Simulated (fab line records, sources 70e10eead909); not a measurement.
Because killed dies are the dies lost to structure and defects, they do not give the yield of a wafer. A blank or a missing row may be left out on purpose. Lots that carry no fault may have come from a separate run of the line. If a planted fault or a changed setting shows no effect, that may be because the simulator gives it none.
Comparing a struck lot with a sound one || flow nand_harc || 12 out of 1302 route steps
Sound: wafers L367.3, L367.5, L367.6. Struck: wafers L374.1, L374.3, L374.4. At the end, the cause is stated.
For every step that has rows: the tool of each side, followed by ch and its chambers, followed by its first start. Under that, the readings that differ: sound wafers || struck wafers || difference of the means || sigmas: that difference in standard deviations of wafers without a fault.
alike: readings whose means differ by less than 2 such deviations, and words and numbers that are the same on both sides. not compared: withheld readings, readings that some wafer has no value for, bounds like >300 that may hide the same value, and numbers for which the record gives no deviation and whose values overlap.
A row with sigmas, a row that says differs or no value, or rows on one side alone: a step with any of these is where the two part. Numbers that have no deviation but don't overlap get no sigmas and don't part them. Lack of a reading on every wafer of one side parts them only where that side has two or more wafers.

first, 1 step without rows for these wafers: NHARC_A_CHANNEL_FILL_D2_ANNEAL_22 (time 7200 s).
NHARC_A_CHANNEL_FILL_D2_ALD_25: deposits SiOx, target thk 60 nm, pulse time 10 s, ald cycles 600.
  sound on ald_hk-04 ch 0,1, day 18 22:47; struck on ald_hk-01 ch 1,2,3, day 22 07:10
  alike: heater_power_w, precursor_pulse_height_rel
NHARC_A_CHANNEL_FILL_D2_ETCHBACK_08: etches the open film in C4F8, target depth 220 nm, time 110 s.
  sound on rie_diel-12 ch 0,1,3; struck on rie_diel-12 ch 0,1,3
  alike: oes_product_au, rf_fwd_power_W, rf_vpp_V
  not compared: rf_hours_counter_h
NHARC_A_CHANNEL_FILL_D2_STRIP_29: strips in O2, time 20 s.
  sound on rie_diel-12 ch 0,1,3; struck on rie_diel-12 ch 0,1,2
  alike: drypump_motor_current_A, oes_product_au, rf_vpp_V, showerhead_plenum_p_Torr, throttle_valve_pct
  not compared: rf_hours_counter_h
then, 3 steps without rows for these wafers: NHARC_A_CHANNEL_FILL_D2_PRECLEAN_30 (cleans in dHF, time 30 s); NHARC_A_CHANNEL_FILL_D2_SRD_31; NHARC_A_CHANNEL_FILL_D2_CVD_09 (deposits poly-Si, target thk 150 nm, time 3000 s).
NHARC_A_CHANNEL_FILL_D2_CMP_10: polishes, target thk 150 nm.
  sound on cmp-03 ch 0,1,3, day 19 09:31; struck on cmp-04 ch 0,2,3, day 22 18:02
  alike: motor_current_A, slurry_flow_ml_min, time_to_endpoint_s
next, for these wafers, 1 step has no rows: NHARC_A_CHANNEL_FILL_D2_SRD_12.
NHARC_A_CHANNEL_FILL_D2_RTA_24: time 5 s.
  sound on rtp_anneal-02 ch 0, day 19 10:01; struck on rtp_anneal-01 ch 0, day 22 18:50
{"reading": "lamp_power_pct (%)", "sound": "29.6 29.6 29.5", "struck": "28.5 28.5 28.6", "difference": -1.0, "sigmas": -2}
  alike: wafer_temp_C_max
NHARC_A_CHANNEL_FILL_D2_INSPECT_13:
  sound on defect_inspect-02 at day 19 10:10; struck on defect_inspect-02 at day 22 19:02
  alike: raw_defect_count
-- jump in the record: it breaks off in module A_CHANNEL_FILL_D2 and resumes in module END (first step shown: number 1302 of the route), and 10 days separate the struck wafers' starts before and after --
NHARC_END_SORT_01:
  sound on prober-01 ch 0, day 28 15:46; struck on prober-02 ch 0, day 32 11:03
  alike: killed_at_array, killed_at_other, killed_at_periphery, killed_dies, killed_open, killed_short

## WHERE THEY PART
Only at NHARC_A_CHANNEL_FILL_D2_RTA_24, within this record. Later steps at which nothing parts them and some readings are alike: NHARC_A_CHANNEL_FILL_D2_INSPECT_13, NHARC_END_SORT_01.

WHY: the cause the simulator had injected
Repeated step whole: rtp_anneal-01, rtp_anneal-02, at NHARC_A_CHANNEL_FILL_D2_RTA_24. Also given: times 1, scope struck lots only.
